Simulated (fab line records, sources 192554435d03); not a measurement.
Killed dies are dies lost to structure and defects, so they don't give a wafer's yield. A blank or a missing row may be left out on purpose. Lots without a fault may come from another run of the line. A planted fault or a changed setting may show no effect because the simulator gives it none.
A struck lot beside a sound one | flow n5_finfet | 13 steps out of a route of 1938
Sound: wafers L839.2, L839.3, L839.6. Struck: wafer L842.3. (L842.1, L842.4 of the same lot were not struck and are left out.) The cause comes at the end.
At each step with rows: each side's tool, then ch and its chambers, then its first start. Under that, the readings that differ: sound wafers | struck wafers | difference of the means | sigmas: that difference in standard deviations of wafers without a fault.
alike: readings whose means differ by less than 2 such deviations, and words and numbers that are the same on both sides. not compared: withheld readings, readings that some wafer has no value for, bounds like >300 that may hide the same value, and numbers for which the record gives no deviation and whose values overlap.
The two part at a step that has a row with sigmas, a row that says differs or no value, or rows on one side only. Numbers that don't overlap but have no deviation are shown without sigmas and don't part them. A reading that every wafer of one side lacks parts them only if that side has two wafers or more.

N5_MOL_CONTACT_COAG_PRE_CLEAN_142: time 60 s.
  sound on pvd_sputter-01, day 5 08:04; struck on pvd_sputter-02, day 5 23:22
  reading            | sound       | struck | difference | sigmas
  heater_power_w (W) | 431 452 501 | 562    | +101       | +2
N5_MOL_CONTACT_COAG_SPUTTER_130: material Co, target thk 47.5 nm.
  sound on pvd_sputter-01, day 5 08:07; struck on pvd_sputter-02, day 5 23:25
  alike: throttle_valve_pct
then, 2 steps without rows for these wafers: N5_MOL_CONTACT_COAG_PRECLEAN_125 (cleans in DIW, time 57.5 s); N5_MOL_CONTACT_COAG_SRD_126 (dry time 32 s).
N5_MOL_CONTACT_COAG_CMP_23: polishes, stops on SiO2, t overpolish 1.5 s, target thk 0 nm.
  sound on cmp-04 ch 0,2, day 5 08:18; struck on cmp-02 ch 1, day 5 23:36
  reading             | sound       | struck | difference | sigmas
  motor_current_A (A) | 9.3 7.5 9.1 | 7.2    | -1.4       | -2
  alike: overpolish_run_s, time_to_endpoint_s
then, 2 steps without rows for these wafers: N5_MOL_CONTACT_COAG_WET_ETCH_26 (target Co, target depth 13 nm); N5_MOL_CONTACT_COAG_WET_ETCH_116 (etches the open film in SC1-inhibited, target depth 4.6 nm, rinse time 30 s).
N5_MOL_CONTACT_COAG_ALD_27: deposits SiOC, target thk 17 nm, pulse time 1.5 s, time 2720 s.
  sound on ald_sin-03 ch 0,1,3, day 5 09:07; struck on ald_sin-04 ch 1, day 6 00:25
  alike: chamber_pressure_Torr, heater_power_w, precursor_pulse_height_rel, susceptor_temp_C
N5_MOL_CONTACT_COAG_CMP_28: polishes, stops on SiNx, t overpolish 0.85 s, target thk 14.522 nm.
  sound on cmp-02 ch 0,3, day 5 10:41; struck on cmp-02 ch 3, day 6 02:01
  alike: motor_current_A, time_to_endpoint_s
N5_MOL_CONTACT_COAG_THK_MEAS_29:
  sound on film_metro-01, day 5 10:59; struck on film_metro-01, day 6 02:18
  alike: MD_CAP_THK
N5_MOL_CONTACT_COAG_ALD_123: deposits SiNx, target thk 5 nm, pulse time 1 s, purge time 2 s.
  sound on ald_sin-02 ch 0,2, day 5 11:10; struck on ald_sin-03 ch 2, day 6 02:20
  reading              | sound                | struck | difference | sigmas
  heater_power_w (W)   | 736 993 733          | 1033   | +212       | +2
  susceptor_temp_C (C) | 399.82 399.92 400.04 | 418.22 | +18.29     | +80
  alike: chamber_pressure_Torr, precursor_pulse_height_rel
then, 1 step without rows for these wafers: N5_MOL_CONTACT_COAG_PECVD_31 (deposits SiO2 from TEOS/O2, target thk 46 nm, time 8.9 s).
-- the record jumps here: 4 days lie between the struck wafers' starts before and after (it left off in module MOL_CONTACT_COAG and takes up again in module BEOL_M4, whose first step shown is number 1111 of the route) --
N5_BEOL_M4_RC_MEAS_101:
  sound on prober-01 ch 0, day 8 18:54; struck on prober-01 ch 0, day 9 21:03
  reading       | sound       | struck | difference | sigmas
  ION_N (uA/um) | 683 687 670 | 658    | -22        | -2
  alike: DIBL_N, DIBL_P, IOFF_N, IOFF_P, ION_P, SS_N, SS_P, VT_N, VT_P

WHERE THEY PART
First at N5_MOL_CONTACT_COAG_PRE_CLEAN_142; last, within this record, at N5_BEOL_M4_RC_MEAS_101.

WHY: what the simulator had put in
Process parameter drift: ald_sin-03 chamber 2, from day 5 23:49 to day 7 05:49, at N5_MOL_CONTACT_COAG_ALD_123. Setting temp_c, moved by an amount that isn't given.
